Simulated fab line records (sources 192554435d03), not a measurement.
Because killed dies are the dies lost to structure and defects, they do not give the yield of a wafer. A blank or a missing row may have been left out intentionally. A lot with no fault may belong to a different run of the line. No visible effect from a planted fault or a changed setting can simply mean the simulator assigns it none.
fab line records + flow n5_finfet + part 2 of 2: steps 22 to 27 of 27
[record]
- lots = 5
- wafers = 15
- last_day = 18
route steps=1938 shown DUMMY_GATE@223
lots with no fault: from the same line, run without faults
start_h: start of the lot's first displayed wafer, in hours after the record's first day + wait_h: how many hours have passed since the lot's step before this one + " unchanged from the row above + L1.1+2: a single row standing in for several wafers + - no value present, or no start provided + * or withheld: withheld + < > ~ a bound
route shown NAME@n: a module of which the file shows steps, and the number in the route of the first + usual: the fault-free wafers' mean and standard deviation + same: alike in all rows + chamber/n: place in a boat + sites: per-site readings + _std_site: standard deviation across them + _edge_site: mean of outer sites minus mean of inner sites + radius_mm: how far each site lies from the wafer's centre + mask NAME#n: copy n + behind: the last tool/chamber to shape the wafer + hold: what put the lot on hold/how long, in hours/how the hold closed + device: which transistor (n, p or np) failed to switch + end of line: tests run on the same wafers once the route is complete + a step without rows: its recipe alone + killed: count of dies lost to structure and defects at first sort (not the wafer's yield) + map: the dies of a wafer, with x for killed, . for not killed, _ for no die there
set.NAME: the run value of the setting; set.NAME@STEP: its run value at that earlier step + model.NAME: the simulator's own value behind a step, which no gauge read
lots at some steps of the route; a table a step, a row a wafer
services: from which hour (start_h, from the record's first day; less than 0 if before it) a tool's chamber was out of use, for how many hours, and why
[[steps]]
[step N5_DUMMY_GATE_STRIP_41]
[recipe]
- chemistry = O2
- power_w = 400
- temp_c = 40
- pressure_mtorr = 30
- rf_frequency_hz = 6e+07
- bias_power_w = 0
- overash_fraction = 0.3
- o2_flow_sccm = 225
[usual]
- drypump_motor_current_A = 5.8/0.36
- oes_product_au = 0.77/0.087
- rf_vpp_V = 3.6/0.54
- showerhead_plenum_p_Torr = 2.12/0.065
- throttle_valve_pct = 16.76/0.21
[same]
- overash_fraction = 0.3
| lot.wafer | tool        | chamber | start_h | wait_h | drypump_motor_current_A | oes_product_au | rf_hours_counter_h | rf_vpp_V | showerhead_plenum_p_Torr | throttle_valve_pct |
|-----------|-------------|---------|---------|--------|-------------------------|----------------|--------------------|----------|--------------------------|--------------------|
| L082.2    | rie_diel-01 | 2       | 96.01   | 0.0    | 5.8                     | 0.71           | 233                | 4.3      | 1.98                     | 16.92              |
| L082.4    | "           | 1       | "       | "      | 5.8                     | 0.72           | 226                | 3.2      | 2.18                     | 17.13              |
| L082.5    | "           | 3       | "       | "      | 5.8                     | 0.90           | -                  | 3.5      | 2.13                     | 16.60              |
| L084.1    | rie_diel-02 | 3       | 111.63  | 0.0    | 6.3                     | 0.95           | 7                  | 4.0      | 2.25                     | 16.53              |
| L084.2    | "           | 0       | "       | "      | 5.5                     | 0.77           | 143                | 4.0      | 2.18                     | 17.01              |
| L084.5    | "           | 1       | "       | "      | 5.7                     | 0.67           | -                  | 4.4      | 2.13                     | 16.69              |
| L092.1    | rie_diel-01 | 3       | 154.64  | 0.0    | 5.8                     | 0.88           | 45                 | 3.3      | 2.12                     | 16.62              |
| L092.4    | "           | 2       | "       | "      | 5.9                     | 0.70           | 246                | 3.8      | 1.97                     | 16.94              |
| L092.5    | "           | 0       | "       | "      | 6.3                     | 0.88           | -                  | 3.6      | 2.12                     | 16.74              |
| L093.2    | rie_diel-01 | 2       | 162.49  | 0.0    | 5.9                     | 0.69           | 248                | 4.1      | 1.97                     | 16.94              |
| L093.4    | "           | 0       | "       | "      | 6.3                     | 0.87           | 44                 | 3.2      | 2.12                     | 16.74              |
| L093.6    | "           | 1       | "       | "      | 5.8                     | 0.70           | -                  | 3.1      | 2.17                     | 17.19              |
| L095.1    | rie_diel-05 | 1       | 173.78  | 0.0    | 6.0                     | 0.77           | 131                | 3.2      | 2.09                     | 16.64              |
| L095.3    | "           | 3       | "       | "      | 5.7                     | 0.69           | 232                | 3.7      | 2.16                     | 16.96              |
| L095.6    | "           | 1       | "       | "      | 6.0                     | 0.77           | -                  | 2.8      | 2.09                     | 16.63              |
[step N5_DUMMY_GATE_HM_OPEN_21]
[recipe]
- chemistry = CH3F/O2
- target = SiNx
- target_depth_a = 1200
- Ar_flow_sccm = 150
- CH3F_flow_sccm = 30
- O2_flow_sccm = 23
- time_s = 171.4
- pressure_mtorr = 30
- source_w = 395
- bias_w = 73
- ion_energy_ev = 120.7
[usual]
- drypump_motor_current_A = 5.8/0.35
- oes_ar_750_au = 0.77/0.085
- oes_product_au = 0.76/0.087
- rf_vpp_V = 301/5.2
- showerhead_plenum_p_Torr = 2.05/0.063
- throttle_valve_pct = 16.58/0.19
| lot.wafer | tool        | chamber | start_h | wait_h | drypump_motor_current_A | oes_ar_750_au | oes_product_au | rf_hours_counter_h | rf_vpp_V | showerhead_plenum_p_Torr | throttle_valve_pct |
|-----------|-------------|---------|---------|--------|-------------------------|---------------|----------------|--------------------|----------|--------------------------|--------------------|
| L082.2    | rie_diel-01 | 2       | 96.05   | 0.0    | 5.9                     | 0.71          | 0.69           | 233                | 296      | 1.90                     | 16.66              |
| L082.4    | "           | 1       | "       | "      | 5.8                     | 0.72          | 0.70           | 227                | 288      | 2.09                     | 16.92              |
| L082.5    | "           | 3       | "       | "      | 5.8                     | 0.90          | 0.89           | -                  | 303      | 2.06                     | 16.44              |
| L084.1    | rie_diel-02 | 3       | 111.67  | 0.0    | 6.3                     | 0.96          | 0.96           | 7                  | 294      | 2.15                     | 16.24              |
| L084.2    | "           | 0       | "       | "      | 5.5                     | 0.76          | 0.76           | 143                | 301      | 2.10                     | 16.81              |
| L084.5    | "           | 1       | "       | "      | 5.7                     | 0.68          | 0.67           | -                  | 303      | 2.08                     | 16.64              |
| L092.1    | rie_diel-01 | 3       | 154.68  | 0.0    | 5.8                     | 0.88          | 0.87           | 45                 | 303      | 2.06                     | 16.46              |
| L092.4    | "           | 2       | "       | "      | 5.8                     | 0.70          | 0.70           | 246                | 295      | 1.89                     | 16.71              |
| L092.5    | "           | 0       | "       | "      | 6.3                     | 0.87          | 0.87           | -                  | 308      | 2.06                     | 16.63              |
| L093.2    | rie_diel-01 | 2       | 162.53  | 0.0    | 5.9                     | 0.70          | 0.69           | 248                | 296      | 1.89                     | 16.69              |
| L093.4    | "           | 0       | "       | "      | 6.3                     | 0.86          | 0.87           | 44                 | 308      | 2.06                     | 16.64              |
| L093.6    | "           | 1       | "       | "      | 5.8                     | 0.70          | 0.69           | -                  | 286      | 2.09                     | 16.95              |
| L095.1    | rie_diel-05 | 1       | 173.82  | 0.0    | 6.0                     | 0.77          | 0.76           | 131                | 309      | 2.02                     | 16.44              |
| L095.3    | "           | 3       | "       | "      | 5.8                     | 0.69          | 0.69           | 232                | 305      | 2.07                     | 16.71              |
| L095.6    | "           | 1       | "       | "      | 6.0                     | 0.77          | 0.77           | -                  | 310      | 2.02                     | 16.43              |
[step N5_DUMMY_GATE_ETCH_32]
[recipe]
- chemistry = CF4
- target = SiO2
- target_depth_a = 35
- time_s = 3.9
- ion_energy_ev = 350
- pressure_mtorr = 10
- icp_w = 800
- bias_w = 400
- cf4_flow_sccm = 80
[usual]
- cf4_flow_sccm = 79.98/0.26
- drypump_motor_current_A = 5.8/0.37
- oes_product_au = 0.999/0.016
- throttle_valve_pct = 21.82/0.17
| lot.wafer | tool      | chamber | start_h | wait_h | cf4_flow_sccm | drypump_motor_current_A | oes_product_au | rf_hours_counter_h | throttle_valve_pct |
|-----------|-----------|---------|---------|--------|---------------|-------------------------|----------------|--------------------|--------------------|
| L082.2    | rie_si-05 | 3       | 96.21   | 0.1    | 79.51         | 5.8                     | 1.004          | 147                | 21.61              |
| L082.4    | "         | 1       | "       | "      | 79.55         | 5.4                     | 1.027          | 165                | 22.13              |
| L082.5    | "         | 0       | "       | "      | 79.99         | 5.2                     | 0.984          | -                  | 21.84              |
| L084.1    | rie_si-03 | 3       | 111.83  | 0.1    | 79.58         | 6.0                     | 0.967          | 13                 | 21.70              |
| L084.2    | "         | 1       | "       | "      | 79.98         | 6.2                     | 0.985          | 16                 | 21.81              |
| L084.5    | "         | 2       | "       | "      | 79.59         | 6.2                     | 1.008          | -                  | 21.89              |
| L092.1    | rie_si-05 | 3       | 154.84  | 0.1    | 80.21         | 5.8                     | 0.988          | 148                | 21.62              |
| L092.4    | "         | 2       | "       | "      | 80.06         | 5.6                     | 1.005          | -                  | 21.89              |
| L092.5    | "         | 0       | "       | "      | 80.07         | 5.2                     | 0.970          | -                  | 21.86              |
| L093.2    | rie_si-04 | 1       | 162.69  | 0.1    | 79.78         | 5.1                     | 0.990          | 6                  | 21.77              |
| L093.4    | "         | 3       | "       | "      | 79.81         | 5.9                     | 1.004          | 81                 | 22.12              |
| L093.6    | "         | 0       | "       | "      | 79.93         | 5.2                     | 1.008          | -                  | 21.98              |
| L095.1    | rie_si-04 | 3       | 173.98  | 0.1    | 79.86         | 5.9                     | 0.989          | 81                 | 22.13              |
| L095.3    | "         | 2       | "       | "      | 79.96         | 6.1                     | 1.030          | 101                | 21.39              |
| L095.6    | "         | 3       | "       | "      | 79.89         | 5.9                     | 1.004          | -                  | 22.14              |
[step N5_DUMMY_GATE_ETCH_23]
[recipe]
- chemistry = HBr/Cl2/O2
- HBr_flow_sccm = 150
- Cl2_flow_sccm = 80
- O2_flow_sccm = 12
- bias_w = 102
- target_depth_a = 410
- time_s = 22.3
- target = poly-Si
- mask_material = SiO2
- pressure_mtorr = 10
- icp_w = 800
[usual]
- drypump_motor_current_A = 5.8/0.37
- oes_product_au = 1.000/0.015
- throttle_valve_pct = 37.3/0.31
| lot.wafer | tool      | chamber | start_h | wait_h | drypump_motor_current_A | oes_product_au | rf_hours_counter_h | throttle_valve_pct |
|-----------|-----------|---------|---------|--------|-------------------------|----------------|--------------------|--------------------|
| L082.2    | rie_si-05 | 3       | 96.24   | 0.0    | 5.8                     | 1.012          | 147                | 36.7               |
| L082.4    | "         | 1       | "       | "      | 5.4                     | 1.018          | 165                | 37.8               |
| L082.5    | "         | 0       | "       | "      | 5.2                     | 0.981          | -                  | 37.3               |
| L084.1    | rie_si-03 | 3       | 111.87  | 0.0    | 6.0                     | 0.968          | 13                 | 37.2               |
| L084.2    | "         | 1       | "       | "      | 6.3                     | 0.990          | 16                 | 37.3               |
| L084.5    | "         | 2       | "       | "      | 6.2                     | 0.995          | -                  | 37.0               |
| L092.1    | rie_si-05 | 3       | 154.87  | 0.0    | 5.9                     | 1.011          | 148                | 36.8               |
| L092.4    | "         | 2       | "       | "      | 5.6                     | 1.011          | -                  | 37.3               |
| L092.5    | "         | 0       | "       | "      | 5.2                     | 0.973          | -                  | 37.3               |
| L093.2    | rie_si-04 | 1       | 162.72  | 0.0    | 5.1                     | 0.990          | 6                  | 37.0               |
| L093.4    | "         | 3       | "       | "      | 5.9                     | 1.009          | 81                 | 37.8               |
| L093.6    | "         | 0       | "       | "      | 5.2                     | 1.009          | -                  | 37.0               |
| L095.1    | rie_si-04 | 3       | 174.01  | 0.0    | 5.9                     | 1.026          | 81                 | 37.9               |
| L095.3    | "         | 2       | "       | "      | 6.1                     | 1.014          | 101                | 36.7               |
| L095.6    | "         | 3       | "       | "      | 5.9                     | 1.016          | -                  | 37.9               |
[step N5_DUMMY_GATE_ETCH_44]
[recipe]
- chemistry = HBr/O2
- over_etch_frac = 0.7
- target_depth_a = 1275
- stop_on = SiO2
- ion_energy_ev = 60
- bias_w = 20
- target = poly-Si
- mask_material = SiO2
- pressure_mtorr = 20
- icp_w = 400
- HBr_flow_sccm = 120
- O2_flow_sccm = 10
[usual]
- drypump_motor_current_A = 5.8/0.37
- oes_product_au = 0.727/0.012
- throttle_valve_pct = 18.48/0.13
| lot.wafer | tool      | chamber | start_h | wait_h | drypump_motor_current_A | oes_product_au | rf_hours_counter_h | throttle_valve_pct |
|-----------|-----------|---------|---------|--------|-------------------------|----------------|--------------------|--------------------|
| L082.2    | rie_si-05 | 3       | 96.30   | 0.0    | 5.8                     | 0.730          | 147                | 18.34              |
| L082.4    | "         | 1       | "       | "      | 5.5                     | 0.743          | 165                | 18.70              |
| L082.5    | "         | 0       | "       | "      | 5.2                     | 0.712          | -                  | 18.46              |
| L084.1    | rie_si-03 | 3       | 111.92  | 0.0    | 6.0                     | 0.723          | 13                 | 18.41              |
| L084.2    | "         | 1       | "       | "      | 6.3                     | 0.713          | 16                 | 18.53              |
| L084.5    | "         | 2       | "       | "      | 6.2                     | 0.732          | -                  | 18.41              |
| L092.1    | rie_si-05 | 3       | 154.93  | 0.0    | 5.8                     | 0.746          | 148                | 18.34              |
| L092.4    | "         | 2       | "       | "      | 5.6                     | 0.738          | -                  | 18.47              |
| L092.5    | "         | 0       | "       | "      | 5.2                     | 0.703          | -                  | 18.43              |
| L093.2    | rie_si-04 | 1       | 162.78  | 0.0    | 5.1                     | 0.715          | 6                  | 18.37              |
| L093.4    | "         | 3       | "       | "      | 5.9                     | 0.737          | 81                 | 18.83              |
| L093.6    | "         | 0       | "       | "      | 5.2                     | 0.719          | -                  | 18.54              |
| L095.1    | rie_si-04 | 3       | 174.07  | 0.0    | 5.9                     | 0.738          | 81                 | 18.84              |
| L095.3    | "         | 2       | "       | "      | 6.1                     | 0.736          | 101                | 18.24              |
| L095.6    | "         | 3       | "       | "      | 5.9                     | 0.742          | -                  | 18.84              |
[step N5_DUMMY_GATE_CD_MEAS_24]
[recipe]
- target_cd_nm = 15
[usual]
- cd_nm = 15.2/0.45
| lot.wafer | tool      | chamber | start_h | wait_h | cd_nm |
|-----------|-----------|---------|---------|--------|-------|
| L082.2    | cd_sem-03 | -       | 96.41   | 0.1    | 14.7  |
| L082.4    | "         | -       | "       | "      | 15.4  |
| L082.5    | "         | -       | "       | "      | 15.1  |
| L084.1    | cd_sem-02 | -       | 112.03  | 0.1    | 15.0  |
| L084.2    | "         | -       | "       | "      | 15.2  |
| L084.5    | "         | -       | "       | "      | 15.4  |
| L092.1    | cd_sem-01 | -       | 155.04  | 0.1    | 15.2  |
| L092.4    | "         | -       | "       | "      | 14.5  |
| L092.5    | "         | -       | "       | "      | 14.9  |
| L093.2    | cd_sem-02 | -       | 162.89  | 0.1    | 14.8  |
| L093.4    | "         | -       | "       | "      | 14.7  |
| L093.6    | "         | -       | "       | "      | 15.6  |
| L095.1    | cd_sem-02 | -       | 174.19  | 0.1    | 15.6  |
| L095.3    | "         | -       | "       | "      | 15.3  |
| L095.6    | "         | -       | "       | "      | 15.5  |
[[services]]
| tool           | chamber | start_h | hours | kind                          |
|----------------|---------|---------|-------|-------------------------------|
| rie_diel-01    | 3       | 78.87   | 5.7   | repair                        |
| euv_scanner-01 | -       | 88.13   | 1.0   | pm                            |
| euv_scanner-02 | -       | 105.66  | 1.0   | pm                            |
| euv_scanner-02 | -       | 107.39  | 2.2   | repair                        |
| rie_diel-05    | 1       | 109.28  | 4.8   | repair                        |
| euv_scanner-01 | -       | 112.82  | 0.8   | repair                        |
| euv_scanner-01 | -       | 121.73  | 4.6   | pm                            |
| euv_scanner-02 | -       | 129.63  | 4.6   | pm                            |
| rie_diel-02    | 1       | 138.98  | -     | clean                         |
| rie_diel-02    | 1       | 138.98  | -     | consumable_replace:focus_ring |
| rie_diel-02    | 1       | 138.98  | 11.9  | scheduled_down                |
| rie_diel-02    | 1       | 138.98  | 11.9  | vent_cycle                    |
| rie_diel-05    | 1       | 140.73  | 9.1   | repair                        |
| euv_scanner-02 | -       | 141.52  | 1.8   | repair                        |
| euv_scanner-01 | -       | 144.28  | 1.0   | pm                            |
| rie_diel-01    | 3       | 144.44  | 4.0   | repair                        |
| rie_si-05      | 1       | 152.19  | 13.2  | repair                        |
| euv_scanner-02 | -       | 161.81  | 1.0   | pm                            |
| euv_scanner-02 | 0       | 163.98  | -     | calibration                   |
| rie_diel-01    | 2       | 168.39  | -     | clean                         |
| rie_diel-01    | 2       | 168.39  | -     | consumable_replace:focus_ring |
| rie_diel-01    | 2       | 168.39  | -     | consumable_replace:showerhead |
| rie_diel-01    | 2       | 168.39  | 21.4  | scheduled_down                |
| rie_diel-01    | 2       | 168.39  | 21.4  | vent_cycle                    |
